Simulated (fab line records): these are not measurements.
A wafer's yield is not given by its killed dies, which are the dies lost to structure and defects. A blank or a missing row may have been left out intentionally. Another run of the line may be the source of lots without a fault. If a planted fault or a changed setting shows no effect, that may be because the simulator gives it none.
Comparing a struck lot with a sound one | flow n5-finfet | 21 steps out of a route of 1938
Sound: wafers L629.1, L629.2, L629.4. Struck: wafer L634.6 (left out: L634.1, a lot-mate that was not struck); the cause follows at the end.
At each step with rows: each side's tool, then ch and its chambers, then its first start. Under that, the readings that differ: sound wafers | struck wafers | difference of the means | sigmas: that difference in standard deviations of wafers without a fault.
alike: a reading whose means differ by less than 2 such deviations, as well as words and numbers matching on both sides. not compared: withheld readings; readings where some wafer has no value; bounds like >300 that might hide an equal value; numbers whose values overlap and for which the record gives no deviation.
Wherever a step has rows on one side only, a row that says differs or no value, or a row with sigmas, the two part there. Numbers that don't overlap but have no deviation are shown without sigmas and don't part them. A reading missing from all wafers of one side parts the sides only when that side holds two or more wafers.

first, 8 steps without rows for these wafers: N5_BEOL_M13_COAT_58 (time 60 s, resist thk 89 nm); N5_BEOL_M13_COAT_04 (resist thk 400 nm); N5_BEOL_M13_EBR_06; N5_BEOL_M13_SOFTBAKE_05 (time 60 s); N5_BEOL_M13_EXPOSE_07 (exposes mask V12); N5_BEOL_M13_PEB_08 (peb time 90 s); N5_BEOL_M13_DEVELOP_09 (develop time 45 s); N5_BEOL_M13_HARDBAKE_14 (time 120 s).
N5_BEOL_M13_CD_MEAS_10 targets a cd of 190 nm.
  sound on cd-sem-01 ch 0, day 16 04:51; struck on cd-sem-03 ch 0, day 16 21:04
  alike: cd-nm
N5_BEOL_M13_OVL_MEAS_11:
  sound on overlay-01 ch 0, day 16 04:53; struck on overlay-01 ch 0, day 16 21:06
  alike: V12_OVL
N5_BEOL_M13_INSPECT_12: inspects for defects (macro).
  struck on defect-inspect-02, day 16 21:07; sound on defect-inspect-01, day 16 04:55
  alike: raw-defect-count
N5_BEOL_M13_DESCUM_15: chemistry O2, time 7.9 s.
  sound on rie-diel-05 ch 1,2,3, day 16 04:56; struck on rie-diel-03 ch 2, day 16 21:09
  alike: chamber-pressure-mTorr, drypump-motor-current-A, oes-product-au, rf-vpp-V, showerhead-plenum-p-Torr, throttle-valve-pct
  not compared: rf-hours-counter-h
N5_BEOL_M13_ETCH_59: etches BARC in N2/H2, target depth 89 nm, overetch 26.7 nm, time 67.9 s.
  sound on rie-diel-05 ch 1,2,3, day 16 04:59; struck on rie-diel-03 ch 2, day 16 21:11
  reading                                    | sound             | struck | difference | sigmas
  run-length-s (s)                           | 90.9 90.8 90.9    | 67.9   | -23.0      | -38
  model.coat_of_BEOL_M13_COAT_04.thk-nm (nm) | 316 320.2 316.4   | 343.2  | +25.7      |
  model.etch.depth-nm (nm)                   | 88.97 88.96 89.29 | 73.48  | -15.59     |
  alike: chamber-pressure-mTorr, drypump-motor-current-A, h2-flow-sccm, oes-product-au, rf-vpp-V, showerhead-plenum-p-Torr, throttle-valve-pct
  not compared: bias-w, rf-hours-counter-h
N5_BEOL_M13_VIA_ETCH_16: etches SiOC in C4F8/O2/Ar, target depth 921.7 nm.
  sound on rie-diel-05 ch 1,2,3, day 16 05:02; struck on rie-diel-03 ch 2, day 16 21:14
  reading                                    | sound          | struck | difference | sigmas
  model.coat_of_BEOL_M13_COAT_04.thk-nm (nm) | 71.4 76.2 66.4 | 91.6   | +20.3      |
  alike: bias-w, chamber-pressure-mTorr, drypump-motor-current-A, mfc-ar-sccm, oes-product-au, rf-vpp-V, showerhead-plenum-p-Torr, throttle-valve-pct
N5_BEOL_M13_STRIP_63: strips in N2/H2.
  sound on plasma-asher-02 ch 0,1, day 16 05:16; struck on plasma-asher-01 ch 1, day 16 21:29
  reading                      | sound          | struck | difference | sigmas
  drypump-motor-current-A (A)  | 5.2 5.9 5.2    | 6.4    | +1.0       | +2
  strip-time-to-endpoint-s (s) | 28.0 29.5 26.6 | 33.9   | +5.9       | +5
  alike: chamber-pressure-mTorr, h2-flow-sccm, heater-power-w, oes-product-au
  not compared: rf-hours-counter-h
N5_BEOL_M13_STRIP_64: strips in N2/H2.
  sound on plasma-asher-02 ch 0,1, day 16 05:20; struck on plasma-asher-01 ch 1, day 16 21:32
  reading                     | sound       | struck | difference | sigmas
  drypump-motor-current-A (A) | 5.2 5.9 5.2 | 6.5    | +1.1       | +2
  alike: h2-flow-sccm, heater-power-w, oes-product-au, strip-time-to-endpoint-s
  not compared: rf-hours-counter-h
then, 2 steps without rows for these wafers: N5_BEOL_M13_STRIP_71 (strips in post etch residue remover, time 60 s); N5_BEOL_M13_SRD_72 (time 30 s, dry time 30 s).
N5_BEOL_M13_CD_MEAS_17 targets a cd of 190 nm.
  struck on cd-sem-02, day 16 21:41; sound on cd-sem-02, day 16 05:28
  reading    | sound             | struck | difference | sigmas
  cd-nm (nm) | 192.4 189.5 191.7 | 185.6  | -5.6       | -3
then, 1 step without rows for these wafers: N5_BEOL_M13_COAT_65 (time 60 s, resist thk 350 nm).
N5_PASSIVATION_PROBE_49:
  struck on prober-01, day 18 08:51; sound on prober-01, day 17 13:20
  alike: defect-limited-yield, killed_at_M0_to_M3, killed_at_M4_up, killed-at-contacts, killed-at-front-end, killed-at-other, killed-dies, killed-open, killed-short, sort_bin_5_function, sort_bin_6_memory, sort_bin_8_speed, sort-n-pass, sort-yield-pct

## WHERE THEY PART
At N5_BEOL_M13_ETCH_59 first; at N5_BEOL_M13_CD_MEAS_17 last (within this record only). Later steps at which nothing parts them and some readings are alike: N5_PASSIVATION_PROBE_49.

WHY: the cause the simulator had injected
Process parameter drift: rie-diel-03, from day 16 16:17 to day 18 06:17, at N5_BEOL_M13_ETCH_59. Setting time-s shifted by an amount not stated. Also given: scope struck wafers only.
